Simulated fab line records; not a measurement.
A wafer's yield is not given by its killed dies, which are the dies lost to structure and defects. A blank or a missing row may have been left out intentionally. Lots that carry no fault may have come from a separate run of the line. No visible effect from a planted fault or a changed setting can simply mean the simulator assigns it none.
Matching of chambers	flow n5-finfet	N5_BEOL_M7_VIA_ETCH_34 on rie-diel-03 has 4 sister chambers
The step etches SiCOH lowk in C4F6/O2, target depth 125.5 nm, time 50.5 s. 8 wafers are shown with their chamber, then 12 later ones without.

== WAFERS WITH THEIR CHAMBER ==
wafer	chamber	throttle-valve-pct (%)	rf-vpp-V (V)
L077.3	0	21.12	668
L079.3	1	20.92	662
L082.5	3	21.11	664
L086.1	0	20.75	681
L086.3	1	20.94	663
L084.1	2	20.68	660
L084.5	3	21.13	662
L084.6	2	20.69	660

== WAFERS WITHOUT THEIR CHAMBER ==
wafer	throttle-valve-pct (%)	rf-vpp-V (V)
L085.2	20.97	662
L085.3	20.74	678
L085.4	21.14	663
L091.1	21.16	662
L091.3	20.71	660
L091.6	20.72	659
L096.4	21.15	663
L096.5	21.14	662
L096.6	20.72	660
L095.1	20.96	662
L095.2	21.17	664
L095.4	20.77	679

== WHICH CHAMBER EACH WENT THROUGH ==
wafer	from the rows above	in truth
L085.2	can't be placed: 1 or 3 or 2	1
L085.3	can't be placed: 0 or 1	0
L085.4	can't be placed: 3 or 1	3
L091.1	can't be placed: 3 or 1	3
L091.3	can't be placed: 2 or 1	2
L091.6	can't be placed: 2 or 1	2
L096.4	can't be placed: 3 or 1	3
L096.5	can't be placed: 3 or 1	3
L096.6	can't be placed: 2 or 1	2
L095.1	can't be placed: 1 or 3 or 2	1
L095.2	can't be placed: 3 or 1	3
L095.4	0	0
1 of 12 placed correctly. Unplaceable from these rows: 11, with the true chamber sitting among the candidates in 11. 0 placed wrongly.
How it was worked out, from the rows above alone: a wafer's distance from a chamber is the root of the sum, over the readings, of the square of ((its reading less the chamber's mean) divided by the reading's scatter). If the next closest chamber is less than 2 further off than the closest, the wafer can't be placed; otherwise it belongs to the closest. For every chamber, the mean is computed from those of its wafers that are shown. The scatter: the root of (the sum of the squares of (reading less its chamber's mean) over the shown wafers, divided by (wafers less chambers)).
